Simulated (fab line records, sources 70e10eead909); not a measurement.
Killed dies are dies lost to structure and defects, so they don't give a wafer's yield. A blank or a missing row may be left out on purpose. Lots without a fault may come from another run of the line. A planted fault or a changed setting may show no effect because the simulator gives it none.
Problem report in the 8D (eight disciplines) form, filled by code | flow nand_harc | the parts of the form that need people (team, actions taken, sign-off) are left out

1. THE PROBLEM
thk_nm at NHARC_A_ONON_D1_THK_MEAS_34 reads a mean of 283.7 nm on 1 wafer of 1 lot; wafers without a fault read 199.6 nm with a standard deviation of 2.7. That is +31 standard deviations from the usual mean.
The step: measures by ellipsometry.
First seen on wafer L386.1, day 13 15:15, on film_metro-01. The record holds 39 wafers of 13 lots with a number at this step. Rule for "out", or "out of limits": more than 4 standard deviations from the usual mean. The other wafers with a number count as sound.

2. WHAT IT IS AND WHAT IT IS NOT
question                    | is                | is not
which readings at this step | thk_nm            | -
which lots                  | L386              | L373, L374, L375, L377, L378, L379, L381, L382, L393, L394, L395, L396
which wafers of those lots  | L386.1            | L386.2, L386.4
read on which gauges        | film_metro-01     | film_metro-02
when                        | from day 13 15:15 | up to then (26 sound wafers); but 12 sound wafers of L393, L394, L395, L396 came after

3. SUSPECTS, AND WHAT RULES EACH OUT
Counting: a tool at a process step up to the reading stays a suspect if it ran every lot that is out. Sound lots after the first of them don't rule it out here, since some wafers of a struck lot are sound.
- the gauge at NHARC_A_ONON_D1_THK_MEAS_34: ruled out. All the wafers that are out were read on film_metro-01, but those of them that NHARC_A_ONON_D1_DEP_33 has rows for are out there too, on other tools.
- pecvd-02 at NHARC_A_ONON_D1_DEP_33 (deposits SiO2, target thk 200 nm): kept. It ran the lot that is out, L386 (day 13 14:50); its last sound lot up to then is L382 (day 11 22:18). Its own readings are out on those wafers: mfc_precursor_sccm.
- Within pecvd-02 at NHARC_A_ONON_D1_DEP_33: the wafers that are out ran in chamber 2; their sound lot-mates ran in chambers 0, 1.
Left after counting: pecvd-02 at NHARC_A_ONON_D1_DEP_33.

4. THE CAUSE (what the simulator had put in)
Process parameter drift: pecvd-02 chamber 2, from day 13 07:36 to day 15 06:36, at NHARC_A_ONON_D1_DEP_33. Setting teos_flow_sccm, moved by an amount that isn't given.
Counting left only this tool.

5. THE CHAIN OF EFFECTS, in route order
Each row: a reading whose mean over the struck wafers that have a number lies more than 3 standard deviations from the usual. Only readings for which the record gives a usual standard deviation are gone through. hours: the time from each lot's start at the first step in this table that gives one to its start at this step, as a median over the lots. sigmas: the change in usual standard deviations.
hours | step                        | reading            | usual      | on struck wafers | change | sigmas
0     | NHARC_A_ONON_D1_DEP_33      | mfc_precursor_sccm | 161.4 sccm | 232.9            | +71.5  | +99 or more
0     | NHARC_A_ONON_D1_THK_MEAS_34 | thk_nm             | 199.6 nm   | 283.7            | +84.1  | +31
The process steps in it:
- NHARC_A_ONON_D1_DEP_33: deposits SiO2, target thk 200 nm.
Later measuring or inspecting steps at which every struck wafer that the step has a row for has a number for every such reading, and none has moved that far: NHARC_A_ONON_D1_INSPECT_32.

6. WHAT WOULD HAVE CAUGHT IT SOONER
In this record the first reading out of limits at a measuring or inspecting step was taken at day 13 15:15, 8 hours after the fault began at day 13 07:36.
The tool's own readings at NHARC_A_ONON_D1_DEP_33 were out on every struck wafer that the step has a row for (mfc_precursor_sccm): an alarm limit on them would have fired on the first of those.
All the lots that are out (1) had begun NHARC_A_ONON_D1_DEP_33 on pecvd-02 by day 13 15:15. A hold on the tool at that time would have spared none of them.
